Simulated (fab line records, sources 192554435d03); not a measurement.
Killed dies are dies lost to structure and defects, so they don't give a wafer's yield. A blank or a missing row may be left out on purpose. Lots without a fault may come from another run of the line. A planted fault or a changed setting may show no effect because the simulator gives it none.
Which tool did it? | flow n5_finfet | 12 lots, 36 wafers sampled, at 1 step of a route of 1938

WHAT THE GAUGES READ, wafer by wafer
N5_BEOL_M7_INSPECT_30: inspects for defects (brightfield).
lot  | measured     | on                | raw_defect_count
L076 | day 9 03:47  | defect_inspect-01 | 489 485 449
L077 | day 10 00:43 | defect_inspect-02 | 390 487 412
L079 | day 10 21:44 | defect_inspect-01 | 405 580 510
L083 | day 11 12:38 | defect_inspect-02 | 476 520 535
L082 | day 11 23:43 | defect_inspect-02 | 369 283 352
L085 | day 12 17:28 | defect_inspect-01 | 441 412 397
L089 | day 12 23:56 | defect_inspect-01 | 428 350 466
L088 | day 13 10:50 | defect_inspect-01 | 588 501 493
L092 | day 13 21:34 | defect_inspect-01 | 337 327 346
L091 | day 14 03:53 | defect_inspect-01 | 452 350 359
L095 | day 14 20:25 | defect_inspect-01 | 411 476 421
L096 | day 15 23:23 | defect_inspect-01 | 455 389 416

WHICH TOOL RAN EACH LOT (tool, then ch and the chambers of the sampled wafers, then the start)
The record holds no process step before these readings.

THE ANSWER, worked out from the rows above alone
Rule: what is usual is taken from the lots themselves. Put in order of their means at a reading, lots are off if they are a third of the lots or fewer, leave a main group of 4 or more, and stand apart from it by a gap of 3 or more times the standard deviation of the main group's means; of several such gaps the widest counts. A main group whose means are all the same, to the digits that the tables above print for the reading, isn't used. A lot without any number at a reading at which 4 lots or more have one is off too. The other lots that the step has rows for count as sound.
No lot is off at any reading shown: from this, nothing can be told.

WHAT THE SIMULATOR HAD PUT IN
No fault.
